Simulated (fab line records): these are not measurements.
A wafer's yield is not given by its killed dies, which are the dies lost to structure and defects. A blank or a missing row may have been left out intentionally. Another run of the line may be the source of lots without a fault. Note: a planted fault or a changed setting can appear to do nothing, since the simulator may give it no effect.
Which of the tools did it? || flow n5Finfet || 11 lots with 33 wafers sampled at 3 steps, on a route of 1938 steps

WHAT THE GAUGES SHOWED, per wafer
N5_BEOL_M11_CD_MEAS_18: pitch 140 nm, target cd 70 nm.
{"lot": "L596", "measured": "day 10 07:29", "on": "cdSem-02", "cdNm (nm)": "70.6 69.9 70.4"}
{"lot": "L601", "measured": "day 11 14:08", "on": "cdSem-02", "cdNm (nm)": "69.6 70.1 69.8"}
{"lot": "L599", "measured": "day 11 17:45", "on": "cdSem-02", "cdNm (nm)": "69.6 70.6 70.1"}
{"lot": "L604", "measured": "day 12 19:25", "on": "cdSem-02", "cdNm (nm)": "70.1 70.2 70.1"}
{"lot": "L605", "measured": "day 13 03:14", "on": "cdSem-02", "cdNm (nm)": "70.2 70.4 70.3"}
{"lot": "L612", "measured": "day 14 17:35", "on": "cdSem-01", "cdNm (nm)": "69.9 70.4 69.2"}
{"lot": "L613", "measured": "day 15 01:39", "on": "cdSem-02", "cdNm (nm)": "70.5 69.9 68.7"}
{"lot": "L615", "measured": "day 15 09:10", "on": "cdSem-02", "cdNm (nm)": "68.8 69.1 69.8"}
{"lot": "L616", "measured": "day 15 12:34", "on": "cdSem-02", "cdNm (nm)": "69.8 69.8 70.1"}
{"lot": "L617", "measured": "day 16 04:49", "on": "cdSem-01", "cdNm (nm)": "71.1 69.7 69.7"}
{"lot": "L619", "measured": "day 16 12:35", "on": "cdSem-01", "cdNm (nm)": "70.5 69.6 69.7"}

WHICH TOOL RAN EACH LOT (tool, then ch and the chambers of the sampled wafers, then the start)
{"lot": "L596", "N5_BEOL_M11_ETCH_62": "rieDiel-03 ch 0,1,2, day 10 07:02", "N5_BEOL_M11_STRIP_19": "rieDiel-03 ch 1,2, day 10 07:24"}
{"lot": "L601", "N5_BEOL_M11_ETCH_62": "rieDiel-01 ch 2,3, day 11 13:46", "N5_BEOL_M11_STRIP_19": "rieDiel-04 ch 0,1,3, day 11 14:04"}
{"lot": "L599", "N5_BEOL_M11_ETCH_62": "rieDiel-04 ch 0,1, day 11 17:23", "N5_BEOL_M11_STRIP_19": "rieDiel-04 ch 0,1, day 11 17:41"}
{"lot": "L604", "N5_BEOL_M11_ETCH_62": "rieDiel-03 ch 1,2, day 12 19:02", "N5_BEOL_M11_STRIP_19": "rieDiel-04 ch 0,3, day 12 19:21"}
{"lot": "L605", "N5_BEOL_M11_ETCH_62": "rieDiel-01 ch 0,1,2, day 13 02:54", "N5_BEOL_M11_STRIP_19": "rieDiel-01 ch 1,2, day 13 03:10"}
{"lot": "L612", "N5_BEOL_M11_ETCH_62": "rieDiel-04 ch 0,3, day 14 17:13", "N5_BEOL_M11_STRIP_19": "rieDiel-03 ch 0,1, day 14 17:30"}
{"lot": "L613", "N5_BEOL_M11_ETCH_62": "rieDiel-01 ch 2,3, day 15 01:10", "N5_BEOL_M11_STRIP_19": "rieDiel-03 ch 0,3, day 15 01:35"}
{"lot": "L615", "N5_BEOL_M11_ETCH_62": "rieDiel-04 ch 0,2,3, day 15 08:48", "N5_BEOL_M11_STRIP_19": "rieDiel-04 ch 1,3, day 15 09:06"}
{"lot": "L616", "N5_BEOL_M11_ETCH_62": "rieDiel-01 ch 0,2,3, day 15 12:00", "N5_BEOL_M11_STRIP_19": "rieDiel-03 ch 0,2,3, day 15 12:30"}
{"lot": "L617", "N5_BEOL_M11_ETCH_62": "rieDiel-03 ch 0,1,3, day 16 04:23", "N5_BEOL_M11_STRIP_19": "rieDiel-01 ch 1,2,3, day 16 04:45"}
{"lot": "L619", "N5_BEOL_M11_ETCH_62": "rieDiel-01 ch 0,1,2, day 16 12:05", "N5_BEOL_M11_STRIP_19": "rieDiel-03 ch 1,2,3, day 16 12:31"}
- N5_BEOL_M11_ETCH_62: etches SOC in N2/H2, target depth 110 nm, overetch 22 nm, time 165 s.
- N5_BEOL_M11_STRIP_19: strips in O2.

AS READ BY THE TOOLS THEMSELVES (means over the sampled wafers that have a number; for cases with no such wafer, the mark the record gives instead)
N5_BEOL_M11_ETCH_62.
{"lot": "L596", "tool": "rieDiel-03", "drypumpMotorCurrentA (A)": 5.6, "oesProductAu (a.u.)": 0.61, "rfVppV (V)": 523.5, "showerheadPlenumPTorr (Torr)": 2.53, "throttleValvePct (%)": 17.87}
{"lot": "L601", "tool": "rieDiel-01", "drypumpMotorCurrentA (A)": 6.4, "oesProductAu (a.u.)": 0.69, "rfVppV (V)": 522.1, "showerheadPlenumPTorr (Torr)": 2.46, "throttleValvePct (%)": 17.73}
{"lot": "L599", "tool": "rieDiel-04", "drypumpMotorCurrentA (A)": 5.4, "oesProductAu (a.u.)": 0.67, "rfVppV (V)": 526.0, "showerheadPlenumPTorr (Torr)": 2.62, "throttleValvePct (%)": 17.94}
{"lot": "L604", "tool": "rieDiel-03", "drypumpMotorCurrentA (A)": 5.7, "oesProductAu (a.u.)": 0.60, "rfVppV (V)": 523.2, "showerheadPlenumPTorr (Torr)": 2.55, "throttleValvePct (%)": 18.06}
{"lot": "L605", "tool": "rieDiel-01", "drypumpMotorCurrentA (A)": 5.7, "oesProductAu (a.u.)": 0.75, "rfVppV (V)": 525.2, "showerheadPlenumPTorr (Torr)": 2.59, "throttleValvePct (%)": 17.72}
{"lot": "L612", "tool": "rieDiel-04", "drypumpMotorCurrentA (A)": 5.9, "oesProductAu (a.u.)": 0.68, "rfVppV (V)": 526.7, "showerheadPlenumPTorr (Torr)": 2.66, "throttleValvePct (%)": 17.84}
{"lot": "L613", "tool": "rieDiel-01", "drypumpMotorCurrentA (A)": 6.3, "oesProductAu (a.u.)": 0.67, "rfVppV (V)": 521.1, "showerheadPlenumPTorr (Torr)": 2.45, "throttleValvePct (%)": 17.76}
{"lot": "L615", "tool": "rieDiel-04", "drypumpMotorCurrentA (A)": 6.1, "oesProductAu (a.u.)": 0.73, "rfVppV (V)": 524.7, "showerheadPlenumPTorr (Torr)": 2.61, "throttleValvePct (%)": 17.70}
{"lot": "L616", "tool": "rieDiel-01", "drypumpMotorCurrentA (A)": 6.2, "oesProductAu (a.u.)": 0.69, "rfVppV (V)": 524.2, "showerheadPlenumPTorr (Torr)": 2.53, "throttleValvePct (%)": 17.72}
{"lot": "L617", "tool": "rieDiel-03", "drypumpMotorCurrentA (A)": 5.9, "oesProductAu (a.u.)": 0.62, "rfVppV (V)": 525.2, "showerheadPlenumPTorr (Torr)": 2.57, "throttleValvePct (%)": 17.74}
{"lot": "L619", "tool": "rieDiel-01", "drypumpMotorCurrentA (A)": 5.7, "oesProductAu (a.u.)": 0.71, "rfVppV (V)": 524.6, "showerheadPlenumPTorr (Torr)": 2.58, "throttleValvePct (%)": 17.76}

N5_BEOL_M11_STRIP_19.
{"lot": "L596", "tool": "rieDiel-03", "drypumpMotorCurrentA (A)": 5.9, "oesProductAu (a.u.)": 0.73, "rfVppV (V)": 3.5, "showerheadPlenumPTorr (Torr)": 2.15, "throttleValvePct (%)": 16.82}
{"lot": "L601", "tool": "rieDiel-04", "drypumpMotorCurrentA (A)": 5.9, "oesProductAu (a.u.)": 0.78, "rfVppV (V)": 3.6, "showerheadPlenumPTorr (Torr)": 2.09, "throttleValvePct (%)": 16.65}
{"lot": "L599", "tool": "rieDiel-04", "drypumpMotorCurrentA (A)": 5.4, "oesProductAu (a.u.)": 0.84, "rfVppV (V)": 3.8, "showerheadPlenumPTorr (Torr)": 2.14, "throttleValvePct (%)": 16.62}
{"lot": "L604", "tool": "rieDiel-04", "drypumpMotorCurrentA (A)": 6.3, "oesProductAu (a.u.)": 0.68, "rfVppV (V)": 3.7, "showerheadPlenumPTorr (Torr)": 2.04, "throttleValvePct (%)": 16.70}
{"lot": "L605", "tool": "rieDiel-01", "drypumpMotorCurrentA (A)": 5.9, "oesProductAu (a.u.)": 0.89, "rfVppV (V)": 3.7, "showerheadPlenumPTorr (Torr)": 2.08, "throttleValvePct (%)": 16.64}
{"lot": "L612", "tool": "rieDiel-03", "drypumpMotorCurrentA (A)": 5.5, "oesProductAu (a.u.)": 0.70, "rfVppV (V)": 3.8, "showerheadPlenumPTorr (Torr)": 2.06, "throttleValvePct (%)": 16.73}
{"lot": "L613", "tool": "rieDiel-03", "drypumpMotorCurrentA (A)": 6.0, "oesProductAu (a.u.)": 0.79, "rfVppV (V)": 3.7, "showerheadPlenumPTorr (Torr)": 2.15, "throttleValvePct (%)": 16.50}
{"lot": "L615", "tool": "rieDiel-04", "drypumpMotorCurrentA (A)": 5.9, "oesProductAu (a.u.)": 0.88, "rfVppV (V)": 3.4, "showerheadPlenumPTorr (Torr)": 2.16, "throttleValvePct (%)": 16.44}
{"lot": "L616", "tool": "rieDiel-03", "drypumpMotorCurrentA (A)": 5.7, "oesProductAu (a.u.)": 0.74, "rfVppV (V)": 3.6, "showerheadPlenumPTorr (Torr)": 2.09, "throttleValvePct (%)": 16.66}
{"lot": "L617", "tool": "rieDiel-01", "drypumpMotorCurrentA (A)": 5.8, "oesProductAu (a.u.)": 0.83, "rfVppV (V)": 4.0, "showerheadPlenumPTorr (Torr)": 2.06, "throttleValvePct (%)": 16.63}
{"lot": "L619", "tool": "rieDiel-03", "drypumpMotorCurrentA (A)": 6.0, "oesProductAu (a.u.)": 0.73, "rfVppV (V)": 4.0, "showerheadPlenumPTorr (Torr)": 2.15, "throttleValvePct (%)": 16.75}

THE ANSWER, worked out from the rows above alone
Rule: what is usual is taken from the lots themselves. Put in order of their means at a reading, lots are off if they are a third of the lots or fewer, leave a main group of 4 or more, and stand apart from it by a gap of 3 or more times the standard deviation of the main group's means; of several such gaps the widest counts. A main group whose means are all the same, to the digits that the tables above print for the reading, isn't used. Also off: a lot with no number at a reading for which 4 or more lots have one. All remaining lots with rows at the step are treated as sound. Order of review: gauges by route order, followed by the tools' own readings, for which a lot's mean as printed above is used. The first step at which some lot is off is used, and at that step the reading that is off furthest; a lot without a number counts as furthest.
Nothing can be told from this: no lot is off at any reading shown.

WHAT THE SIMULATOR HAD PUT IN
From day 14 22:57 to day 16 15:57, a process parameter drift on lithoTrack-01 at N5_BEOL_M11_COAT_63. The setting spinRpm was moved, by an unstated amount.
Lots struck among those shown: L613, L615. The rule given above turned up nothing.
